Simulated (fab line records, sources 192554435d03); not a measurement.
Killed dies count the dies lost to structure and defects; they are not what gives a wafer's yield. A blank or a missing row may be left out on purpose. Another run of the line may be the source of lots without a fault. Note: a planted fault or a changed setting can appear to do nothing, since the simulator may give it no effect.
Chamber matching + flow n5_finfet + 4 sister chambers for N5_GATE_CUT_SAC_CAP_01 on ald_sin-03
The step material SiNx, target thk 24 nm, pulse time 1 s, ald cycles 480. 8 wafers are shown with their chamber, then 7 later ones without.

== WAFERS WITH THEIR CHAMBER ==
| wafer  | chamber | heater_power_w (W) | precursor_pulse_height_rel |
|--------|---------|--------------------|----------------------------|
| L081.6 | 1       | 801                | 0.981                      |
| L082.2 | 2       | 789                | 0.983                      |
| L082.6 | 0       | 800                | 1.026                      |
| L087.1 | 0       | 770                | 1.005                      |
| L087.4 | 3       | 943                | 0.996                      |
| L087.5 | 3       | 962                | 1.004                      |
| L091.2 | 2       | 785                | 0.972                      |
| L091.3 | 1       | 796                | 1.000                      |

== WAFERS WITH NO CHAMBER GIVEN ==
| wafer  | heater_power_w (W) | precursor_pulse_height_rel |
|--------|--------------------|----------------------------|
| L091.5 | 943                | 1.020                      |
| L093.1 | 793                | 1.006                      |
| L093.5 | 799                | 1.001                      |
| L093.6 | 800                | 1.006                      |
| L097.2 | 789                | 1.027                      |
| L097.3 | 769                | 0.982                      |
| L097.4 | 787                | 0.996                      |

== EACH ONE'S CHAMBER ==
| wafer  | from the rows above          | in truth                   |
|--------|------------------------------|----------------------------|
| L091.5 | 3                            | 3                          |
| L093.1 | can't be placed: 0 or 1 or 2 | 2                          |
| L093.5 | can't be placed: 1 or 0 or 2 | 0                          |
| L093.6 | can't be placed: 1 or 0 or 2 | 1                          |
| L097.2 | 0                            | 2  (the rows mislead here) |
| L097.3 | can't be placed: 2 or 1 or 0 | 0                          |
| L097.4 | can't be placed: 1 or 2 or 0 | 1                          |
Correct placement for 1 of the 7. Cannot be placed on the basis of these rows: 5; the candidates contain the true chamber in 5. 1 placed wrongly.
How it was worked out, from the rows above alone: a wafer's distance from a chamber is the root of the sum, over the readings, of the square of ((its reading less the chamber's mean) divided by the reading's scatter). If the next closest chamber is less than 2 further off than the closest, the wafer can't be placed; otherwise it belongs to the closest. The mean given for a chamber averages the wafers shown for that chamber. The scatter is the square root of a quotient: the sum, over the shown wafers, of each reading's squared deviation from its chamber's mean, divided by wafers minus chambers.
